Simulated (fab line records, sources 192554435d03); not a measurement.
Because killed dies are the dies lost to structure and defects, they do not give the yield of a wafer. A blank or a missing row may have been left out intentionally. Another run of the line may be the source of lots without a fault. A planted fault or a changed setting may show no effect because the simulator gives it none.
What tool caused it? :: flow n5 finfet :: 13 lots with 39 wafers sampled at 4 steps, on a route of 1938 steps

== WHAT THE GAUGES SHOWED, per wafer ==
N5_ILD0_INSPECT_06: inspects for defects (darkfield). Usual: raw defect count 38, standard deviation 15.
lot: L698
measured: day 4 06:04
on: defect inspect-02
raw defect count: 35 24 24
flag: 

lot: L699
measured: day 4 15:20
on: defect inspect-02
raw defect count: 17 21 34
flag: 

lot: L700
measured: day 4 16:46
on: defect inspect-01
raw defect count: 59 36 64
flag: 

lot: L701
measured: day 5 00:49
on: defect inspect-02
raw defect count: 40 35 16
flag: 

lot: L702
measured: day 5 05:16
on: defect inspect-01
raw defect count: 54 38 39
flag: 

lot: L703
measured: day 5 10:48
on: defect inspect-02
raw defect count: 24 37 19
flag: 

lot: L704
measured: day 5 17:50
on: defect inspect-01
raw defect count: 40 41 27
flag: 

lot: L708
measured: day 6 19:56
on: defect inspect-01
raw defect count: 29 10 27
flag: 

lot: L710
measured: day 7 06:14
on: defect inspect-01
raw defect count: 24 44 19
flag: 

lot: L713
measured: day 7 23:18
on: defect inspect-01
raw defect count: 38 37 57
flag: 

lot: L715
measured: day 8 09:54
on: defect inspect-02
raw defect count: 44 36 30
flag: 

lot: L717
measured: day 9 00:12
on: defect inspect-01
raw defect count: 70 45 71
flag: 

lot: L719
measured: day 9 11:17
on: defect inspect-01
raw defect count: 32 31 27
flag: 

== WHICH TOOL RAN EACH LOT (tool, then ch and the chambers of the sampled wafers, then the start) ==
lot: L698
N5_SD_ACTIVATION_LSA_01: laser anneal-01 ch 0, day 3 22:39
N5_ILD0_LINER_00: ald sin-02 ch 0,2,3, day 3 23:11
N5_ILD0_ALD_15: ald sin-02 ch 1,2,3, day 4 03:33

lot: L699
N5_SD_ACTIVATION_LSA_01: laser anneal-02 ch 0, day 4 08:04
N5_ILD0_LINER_00: ald sin-01 ch 0,2,3, day 4 09:07
N5_ILD0_ALD_15: ald sin-02 ch 1,2,3, day 4 12:49

lot: L700
N5_SD_ACTIVATION_LSA_01: laser anneal-01 ch 0, day 4 09:21
N5_ILD0_LINER_00: ald sin-01 ch 1,2,3, day 4 09:55
N5_ILD0_ALD_15: ald sin-04 ch 0,3, day 4 14:14

lot: L701
N5_SD_ACTIVATION_LSA_01: laser anneal-02 ch 0, day 4 17:56
N5_ILD0_LINER_00: ald sin-01 ch 0,1,3, day 4 18:35
N5_ILD0_ALD_15: ald sin-01 ch 0,1, day 4 22:17

lot: L702
N5_SD_ACTIVATION_LSA_01: laser anneal-01 ch 0, day 4 22:16
N5_ILD0_LINER_00: ald sin-04 ch 0,2,3, day 4 23:01
N5_ILD0_ALD_15: ald sin-04 ch 0,2, day 5 02:44

lot: L703
N5_SD_ACTIVATION_LSA_01: laser anneal-02 ch 0, day 5 04:02
N5_ILD0_LINER_00: ald sin-01 ch 0,1, day 5 04:34
N5_ILD0_ALD_15: ald sin-02 ch 0,1,2, day 5 08:17

lot: L704
N5_SD_ACTIVATION_LSA_01: laser anneal-01 ch 0, day 5 10:57
N5_ILD0_LINER_00: ald sin-01 ch 0,3, day 5 11:29
N5_ILD0_ALD_15: ald sin-04 ch 0,2, day 5 15:19

lot: L708
N5_SD_ACTIVATION_LSA_01: laser anneal-01 ch 0, day 6 12:48
N5_ILD0_LINER_00: ald sin-02 ch 0,1,2, day 6 13:22
N5_ILD0_ALD_15: ald sin-01 ch 1,2,3, day 6 17:25

lot: L710
N5_SD_ACTIVATION_LSA_01: laser anneal-01 ch 0, day 6 23:05
N5_ILD0_LINER_00: ald sin-04 ch 0,1,3, day 6 23:39
N5_ILD0_ALD_15: ald sin-02 ch 1,2,3, day 7 03:43

lot: L713
N5_SD_ACTIVATION_LSA_01: laser anneal-02 ch 0, day 7 16:31
N5_ILD0_LINER_00: ald sin-02 ch 0,2, day 7 17:05
N5_ILD0_ALD_15: ald sin-02 ch 0,2,3, day 7 20:47

lot: L715
N5_SD_ACTIVATION_LSA_01: laser anneal-02 ch 0, day 8 03:10
N5_ILD0_LINER_00: ald sin-01 ch 1,2, day 8 03:40
N5_ILD0_ALD_15: ald sin-01 ch 0,1,3, day 8 07:22

lot: L717
N5_SD_ACTIVATION_LSA_01: laser anneal-02 ch 0, day 8 17:02
N5_ILD0_LINER_00: ald sin-02 ch 0,1,2, day 8 17:36
N5_ILD0_ALD_15: ald sin-01 ch 0,1,3, day 8 21:41

lot: L719
N5_SD_ACTIVATION_LSA_01: laser anneal-02 ch 0, day 9 04:04
N5_ILD0_LINER_00: ald sin-01 ch 2,3, day 9 04:36
N5_ILD0_ALD_15: ald sin-02 ch 0,3, day 9 08:46
- N5_SD_ACTIVATION_LSA_01: time 0.0008 s.
- N5_ILD0_LINER_00: material SiNx, target thk 4 nm, pulse time 1 s, purge time 2 s.
- N5_ILD0_ALD_15: deposits SiNx, target thk 24 nm, pulse time 1 s, ald cycles 480.

== WHAT THE TOOLS THEMSELVES READ (means of the sampled wafers that have a number; where no wafer has one, the mark that the record gives instead) ==
N5_SD_ACTIVATION_LSA_01. Usual: wafer_temp_C_max 1087.5, standard deviation 1.7.
lot: L698
tool: laser anneal-01
wafer_temp_C_max: 1088.5
flag: 

lot: L699
tool: laser anneal-02
wafer_temp_C_max: 1087.8
flag: 

lot: L700
tool: laser anneal-01
wafer_temp_C_max: 1088.9
flag: 

lot: L701
tool: laser anneal-02
wafer_temp_C_max: 1085.7
flag: 

lot: L702
tool: laser anneal-01
wafer_temp_C_max: 1088.0
flag: 

lot: L703
tool: laser anneal-02
wafer_temp_C_max: 1087.3
flag: 

lot: L704
tool: laser anneal-01
wafer_temp_C_max: 1087.5
flag: 

lot: L708
tool: laser anneal-01
wafer_temp_C_max: 1072.9
flag: OFF

lot: L710
tool: laser anneal-01
wafer_temp_C_max: 1073.7
flag: OFF

lot: L713
tool: laser anneal-02
wafer_temp_C_max: 1086.7
flag: 

lot: L715
tool: laser anneal-02
wafer_temp_C_max: 1086.9
flag: 

lot: L717
tool: laser anneal-02
wafer_temp_C_max: 1085.6
flag: 

lot: L719
tool: laser anneal-02
wafer_temp_C_max: 1085.8
flag: 

N5_ILD0_LINER_00. Usual: heater power w 813 W, standard deviation 79; precursor pulse height rel 0.998, standard deviation 0.02.
lot: L698
tool: ald sin-02
heater power w (W): 947
precursor pulse height rel: 0.992
flag: 

lot: L699
tool: ald sin-01
heater power w (W): 753
precursor pulse height rel: 1.002
flag: 

lot: L700
tool: ald sin-01
heater power w (W): 811
precursor pulse height rel: 1.024
flag: 

lot: L701
tool: ald sin-01
heater power w (W): 760
precursor pulse height rel: 0.989
flag: 

lot: L702
tool: ald sin-04
heater power w (W): 821
precursor pulse height rel: 1.018
flag: 

lot: L703
tool: ald sin-01
heater power w (W): 778
precursor pulse height rel: 0.999
flag: 

lot: L704
tool: ald sin-01
heater power w (W): 725
precursor pulse height rel: 1.001
flag: 

lot: L708
tool: ald sin-02
heater power w (W): 824
precursor pulse height rel: 0.996
flag: 

lot: L710
tool: ald sin-04
heater power w (W): 818
precursor pulse height rel: 0.995
flag: 

lot: L713
tool: ald sin-02
heater power w (W): 879
precursor pulse height rel: 1.015
flag: 

lot: L715
tool: ald sin-01
heater power w (W): 847
precursor pulse height rel: 0.989
flag: 

lot: L717
tool: ald sin-02
heater power w (W): 836
precursor pulse height rel: 1.008
flag: 

lot: L719
tool: ald sin-01
heater power w (W): 797
precursor pulse height rel: 1.012
flag: 

N5_ILD0_ALD_15. Usual: heater power w 839 W, standard deviation 120; precursor pulse height rel 1.001, standard deviation 0.021.
lot: L698
tool: ald sin-02
heater power w (W): 914
precursor pulse height rel: 1.001
flag: 

lot: L699
tool: ald sin-02
heater power w (W): 917
precursor pulse height rel: 0.991
flag: 

lot: L700
tool: ald sin-04
heater power w (W): 791
precursor pulse height rel: 1.019
flag: 

lot: L701
tool: ald sin-01
heater power w (W): 725
precursor pulse height rel: 1.007
flag: 

lot: L702
tool: ald sin-04
heater power w (W): 851
precursor pulse height rel: 0.979
flag: 

lot: L703
tool: ald sin-02
heater power w (W): 827
precursor pulse height rel: 1.030
flag: 

lot: L704
tool: ald sin-04
heater power w (W): 816
precursor pulse height rel: 0.996
flag: 

lot: L708
tool: ald sin-01
heater power w (W): 825
precursor pulse height rel: 1.023
flag: 

lot: L710
tool: ald sin-02
heater power w (W): 921
precursor pulse height rel: 1.007
flag: 

lot: L713
tool: ald sin-02
heater power w (W): 966
precursor pulse height rel: 1.014
flag: 

lot: L715
tool: ald sin-01
heater power w (W): 770
precursor pulse height rel: 1.001
flag: 

lot: L717
tool: ald sin-01
heater power w (W): 759
precursor pulse height rel: 1.005
flag: 

lot: L719
tool: ald sin-02
heater power w (W): 1033
precursor pulse height rel: 0.998
flag: 

== THE ANSWER, worked out from the rows above alone ==
Rule: a lot counts as off when the mean over its wafers that have a number is more than 3 standard deviations away from the usual mean. Also off: a lot with no number at a reading for which 4 or more lots have one. Where the step has rows for the other lots, those lots are counted as sound. Order of review: gauges by route order, followed by the tools' own readings, for which a lot's mean as printed above is used. At the first step where some lot is off, the reading lying furthest off is the one used; lots without a number count as furthest.
Off: L708, L710, at N5_SD_ACTIVATION_LSA_01 (wafer_temp_C_max).
If a tool, at that step or one of the process steps before it, ran each lot that is off and ran no sound lot following the first of them, it fits. One fits: N5_SD_ACTIVATION_LSA_01 on laser anneal-01. A fault onset in the window from L704 (day 5 10:57, its last sound lot) to L708 (day 6 12:48, its first lot off) fits.
On the lots that are off, the tool's own readings at N5_SD_ACTIVATION_LSA_01 differ by more than 5 times the standard deviation of the sound lots' means, which bears it out; wafer_temp_C_max reads 1073.3 there versus 1087.2 on the sound lots.

== WHAT WAS PUT IN BY THE SIMULATOR ==
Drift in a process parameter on laser anneal-01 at N5_SD_ACTIVATION_LSA_01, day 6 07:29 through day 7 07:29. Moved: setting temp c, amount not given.
Struck lots among those shown: L708, L710. The rule given above showed the same thing.
